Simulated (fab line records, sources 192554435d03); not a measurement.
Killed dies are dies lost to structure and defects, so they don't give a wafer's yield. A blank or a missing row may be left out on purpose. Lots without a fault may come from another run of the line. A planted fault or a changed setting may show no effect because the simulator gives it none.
Which tool did it? | flow n5_finfet | 8 lots, 24 wafers sampled, at 7 steps of a route of 1938

WHAT THE GAUGES READ, wafer by wafer
N5_BEOL_M0_SAQP_INSPECT_42: inspects for defects (brightfield).
lot  | measured     | on                | raw_defect_count
L891 | day 6 00:12  | defect_inspect-01 | 214 302 200
L893 | day 6 08:10  | defect_inspect-02 | 269 415 335
L894 | day 6 16:49  | defect_inspect-01 | 242 406 239
L895 | day 6 21:09  | defect_inspect-01 | 211 218 296
L906 | day 10 00:29 | defect_inspect-01 | 426 197 1247
L908 | day 10 11:07 | defect_inspect-02 | 227 292 265
L909 | day 10 18:10 | defect_inspect-01 | 614 330 259
L913 | day 11 17:48 | defect_inspect-02 | 279 213 245

N5_BEOL_M0_CUTY_INSPECT_59: inspects for defects (macro).
lot  | measured     | on                | raw_defect_count
L891 | day 6 01:34  | defect_inspect-01 | 3 0 1
L893 | day 6 09:33  | defect_inspect-02 | 4 2 4
L894 | day 6 18:06  | defect_inspect-01 | 7 1 0
L895 | day 6 22:26  | defect_inspect-02 | 0 2 3
L906 | day 10 02:08 | defect_inspect-01 | 3 1 >300
L908 | day 10 12:44 | defect_inspect-02 | 2 2 7
L909 | day 10 19:34 | defect_inspect-02 | 2 1 1
L913 | day 11 19:13 | defect_inspect-02 | 2 3 0

N5_BEOL_M4_RC_MEAS_101.
lot  | measured     | on        | DIBL_N (mV/V)  | DIBL_P (mV/V)  | IOFF_N (nA/um)    | IOFF_P (nA/um) | ION_N (uA/um) | ION_P (uA/um) | SS_N (mV/dec)  | SS_P (mV/dec)  | VT_N (mV)   | VT_P (mV)
L891 | day 8 17:17  | prober-01 | 37.9 37.5 35.9 | 38.4 37.2 36.3 | 0.208 0.182 0.166 | 0.24 0.23 0.22 | 696 671 688   | 472 461 474   | 72.1 71.8 70.9 | 73.4 73.3 73.4 | 245 247 247 | -247 -248 -249
L893 | day 9 03:11  | prober-01 | 33.4 34.5 38.2 | 31.3 33.0 37.4 | 0.106 0.128 0.184 | 0.17 0.19 0.25 | 662 681 683   | 458 469 470   | 70.5 71.2 72.4 | 72.4 73.6 74.7 | 255 252 248 | -253 -251 -248
L894 | day 9 07:03  | prober-02 | 36.1 37.1 35.4 | 34.7 34.5 32.9 | 0.165 0.181 0.140 | 0.21 0.20 0.18 | 674 694 678   | 460 468 464   | 72.0 72.9 71.3 | 72.9 73.0 72.6 | 248 248 251 | -251 -252 -252
L895 | day 9 06:25  | prober-01 | 32.8 30.9 34.8 | 32.8 30.8 34.6 | 0.124 0.101 0.152 | 0.17 0.14 0.19 | 669 638 676   | 460 444 460   | 71.5 69.9 71.7 | 72.4 71.8 72.7 | 251 256 247 | -251 -255 -252
L906 | day 12 13:44 | prober-01 | 36.7 37.4 37.1 | 36.3 37.0 36.7 | 0.157 0.171 0.169 | 0.21 0.23 0.23 | 682 683 677   | 472 469 467   | 72.4 72.5 71.9 | 72.9 73.6 73.5 | 248 248 246 | -248 -247 -247
L908 | day 13 05:15 | prober-02 | 33.4 34.1 34.6 | 34.3 34.8 35.3 | 0.121 0.133 0.136 | 0.14 0.15 0.15 | 668 677 677   | 450 455 456   | 71.4 71.6 71.7 | 72.9 72.9 72.8 | 253 250 250 | -256 -257 -258
L909 | day 12 22:20 | prober-01 | 34.8 36.9 36.3 | 33.1 36.3 35.8 | 0.112 0.160 0.146 | 0.18 0.23 0.22 | 654 682 679   | 458 474 468   | 71.0 71.2 71.5 | 72.4 73.0 72.6 | 255 248 250 | -251 -247 -249
L913 | day 14 08:04 | prober-02 | 36.7 37.4 35.5 | 38.3 38.4 37.9 | 0.173 0.189 0.159 | 0.21 0.22 0.21 | 680 674 683   | 466 461 462   | 72.6 71.5 72.3 | 73.2 73.3 72.8 | 247 246 249 | -251 -251 -250

WHICH TOOL RAN EACH LOT (tool, then ch and the chambers of the sampled wafers, then the start)
lot  | N5_BEOL_M0_SAQP_MANDREL_ETCH_20  | N5_BEOL_M0_SAQP_SPACER2_ETCHBACK_27 | N5_BEOL_M0_SAQP_CUT_ETCH_46        | N5_BEOL_M0_SAQP_ETCH_49
L891 | rie_si-03 ch 1,2,3, day 5 19:46  | rie_diel-04 ch 0,3, day 5 23:29     | rie_diel-02 ch 1,2,3, day 6 00:19  | rie_diel-02 ch 0,2,3, day 6 01:09
L893 | rie_si-03 ch 0,2,3, day 6 04:29  | rie_diel-05 ch 1,3, day 6 07:34     | rie_diel-02 ch 0,2,3, day 6 08:17  | rie_diel-04 ch 0,2, day 6 09:01
L894 | rie_si-05 ch 2,3, day 6 13:23    | rie_diel-02 ch 0,3, day 6 16:13     | rie_diel-02 ch 1,2,3, day 6 16:56  | rie_diel-02 ch 1,2, day 6 17:41
L895 | rie_si-02 ch 0,2,3, day 6 17:32  | rie_diel-05 ch 1,2,3, day 6 20:34   | rie_diel-04 ch 0,2,3, day 6 21:16  | rie_diel-04 ch 0,2, day 6 22:01
L906 | rie_si-03 ch 1,2,3, day 9 20:55  | rie_diel-04 ch 1,3, day 9 23:51     | rie_diel-04 ch 0,1,2, day 10 00:36 | rie_diel-04 ch 1,2,3, day 10 01:35
L908 | rie_si-02 ch 1,2,3, day 10 06:05 | rie_diel-05 ch 0,1, day 10 10:23    | rie_diel-02 ch 0,1, day 10 11:14   | rie_diel-04 ch 2,3, day 10 12:11
L909 | rie_si-02 ch 1,2,3, day 10 13:40 | rie_diel-02 ch 1,3, day 10 17:35    | rie_diel-02 ch 0,3, day 10 18:17   | rie_diel-04 ch 0,1,2, day 10 19:01
L913 | rie_si-02 ch 1,2,3, day 11 14:15 | rie_diel-05 ch 0,1,2, day 11 17:11  | rie_diel-05 ch 0,2,3, day 11 17:55 | rie_diel-05 ch 0,1,2, day 11 18:40
- N5_BEOL_M0_SAQP_MANDREL_ETCH_20: etches a-Si in HBr/Cl2, stops on SiNx, target depth 60 nm, bt time 10 s, time 30 s.
- N5_BEOL_M0_SAQP_SPACER2_ETCHBACK_27: etches SiO2 in CHF3/O2, target depth 22.5 nm, time 11.25 s.
- N5_BEOL_M0_SAQP_CUT_ETCH_46: etches SOC in N2/H2, target depth 135 nm, overetch 27 nm, time 202.5 s.
- N5_BEOL_M0_SAQP_ETCH_49: etches SiO2 in CF4/O2, target depth 37 nm.

WHAT THE TOOLS THEMSELVES READ (means of the sampled wafers that have a number; where no wafer has one, the mark that the record gives instead)
N5_BEOL_M0_SAQP_MANDREL_ETCH_20.
lot  | tool      | drypump_motor_current_A (A) | he_backside_leak_sccm (sccm) | mfc_cl2_sccm (sccm) | oes_product_au (a.u.) | throttle_valve_pct (%)
L891 | rie_si-03 | 6.1                         | 3.0                          | 79.84               | 0.768                 | 35.3
L893 | rie_si-03 | 5.8                         | 2.6                          | 80.02               | 0.781                 | 35.3
L894 | rie_si-05 | 5.9                         | 2.7                          | 80.13               | 0.771                 | 34.9
L895 | rie_si-02 | 5.4                         | 2.8                          | 79.98               | 0.765                 | 35.2
L906 | rie_si-03 | 6.1                         | 2.9                          | 79.80               | 0.775                 | 35.3
L908 | rie_si-02 | 5.3                         | 2.6                          | 79.70               | 0.779                 | 35.5
L909 | rie_si-02 | 5.3                         | 2.6                          | 79.90               | 0.775                 | 35.5
L913 | rie_si-02 | 5.3                         | 2.6                          | 80.14               | 0.763                 | 35.5

N5_BEOL_M0_SAQP_SPACER2_ETCHBACK_27.
lot  | tool        | CHF3_flow_sccm (sccm) | drypump_motor_current_A (A) | oes_product_au (a.u.) | rf_vpp_V (V) | showerhead_plenum_p_Torr (Torr) | throttle_valve_pct (%)
L891 | rie_diel-04 | 50.00                 | 5.8                         | 0.88                  | 531          | 2.46                            | 18.89
L893 | rie_diel-05 | 50.00                 | 5.6                         | 0.89                  | 523          | 2.40                            | 18.78
L894 | rie_diel-02 | 50.14                 | 5.3                         | 0.71                  | 528          | 2.43                            | 19.05
L895 | rie_diel-05 | 50.01                 | 5.6                         | 0.88                  | 523          | 2.42                            | 18.78
L906 | rie_diel-04 | 50.09                 | 5.5                         | 0.90                  | 531          | 2.38                            | 18.76
L908 | rie_diel-05 | 50.10                 | 6.0                         | 0.73                  | 526          | 2.47                            | 19.11
L909 | rie_diel-02 | 49.90                 | 5.1                         | 0.78                  | 528          | 2.49                            | 18.99
L913 | rie_diel-05 | 49.99                 | 5.8                         | 0.77                  | 523          | 2.45                            | 18.99

N5_BEOL_M0_SAQP_CUT_ETCH_46.
lot  | tool        | drypump_motor_current_A (A) | rf_vpp_V (V) | showerhead_plenum_p_Torr (Torr) | throttle_valve_pct (%)
L891 | rie_diel-02 | 5.2                         | 525.7        | 2.60                            | 17.82
L893 | rie_diel-02 | 5.4                         | 523.0        | 2.54                            | 17.88
L894 | rie_diel-02 | 5.2                         | 525.2        | 2.60                            | 17.82
L895 | rie_diel-04 | 6.0                         | 525.0        | 2.59                            | 17.82
L906 | rie_diel-04 | 5.9                         | 523.9        | 2.54                            | 17.76
L908 | rie_diel-02 | 5.1                         | 526.6        | 2.65                            | 17.51
L909 | rie_diel-02 | 5.3                         | 527.6        | 2.68                            | 17.99
L913 | rie_diel-05 | 5.8                         | 524.9        | 2.56                            | 17.77

N5_BEOL_M0_SAQP_ETCH_49.
lot  | tool        | drypump_motor_current_A (A) | oes_product_au (a.u.) | rf_vpp_V (V) | showerhead_plenum_p_Torr (Torr) | throttle_valve_pct (%)
L891 | rie_diel-02 | 5.4                         | 0.73                  | 241.4        | 2.20                            | 15.89
L893 | rie_diel-04 | 6.2                         | 0.87                  | 241.9        | 2.24                            | 15.79
L894 | rie_diel-02 | 5.1                         | 0.71                  | 239.0        | 2.24                            | 15.86
L895 | rie_diel-04 | 6.1                         | 0.81                  | 238.6        | 2.23                            | 15.73
L906 | rie_diel-04 | 5.8                         | 0.88                  | 245.0        | 2.22                            | 15.80
L908 | rie_diel-04 | 5.9                         | 0.86                  | 245.5        | 2.25                            | 15.94
L909 | rie_diel-04 | 5.8                         | 0.83                  | 240.6        | 2.20                            | 15.73
L913 | rie_diel-05 | 5.8                         | 0.77                  | 240.0        | 2.23                            | 15.92

THE ANSWER, worked out from the rows above alone
Rule: what is usual is taken from the lots themselves. Put in order of their means at a reading, lots are off if they are a third of the lots or fewer, leave a main group of 4 or more, and stand apart from it by a gap of 3 or more times the standard deviation of the main group's means; of several such gaps the widest counts. A main group whose means are all the same, to the digits that the tables above print for the reading, isn't used. A lot without any number at a reading at which 4 lots or more have one is off too. The other lots that the step has rows for count as sound. The gauges are gone through in route order, then the tools' own readings, and for those a lot's mean is taken as printed above. The first step at which some lot is off is used, and at that step the reading that is off furthest; a lot without a number counts as furthest.
Off: L906, at N5_BEOL_M0_SAQP_INSPECT_42 (raw_defect_count). The main group: mean 289, standard deviation 57.
A tool fits if, at a process step before that reading, it ran every lot that is off, and no sound lot after the first of them. The gauges at N5_BEOL_M0_SAQP_INSPECT_42 are tried like those tools. Can't be told from this: 2 tools fit, rie_si-03 at N5_BEOL_M0_SAQP_MANDREL_ETCH_20, rie_diel-04 at N5_BEOL_M0_SAQP_SPACER2_ETCHBACK_27.

WHAT THE SIMULATOR HAD PUT IN
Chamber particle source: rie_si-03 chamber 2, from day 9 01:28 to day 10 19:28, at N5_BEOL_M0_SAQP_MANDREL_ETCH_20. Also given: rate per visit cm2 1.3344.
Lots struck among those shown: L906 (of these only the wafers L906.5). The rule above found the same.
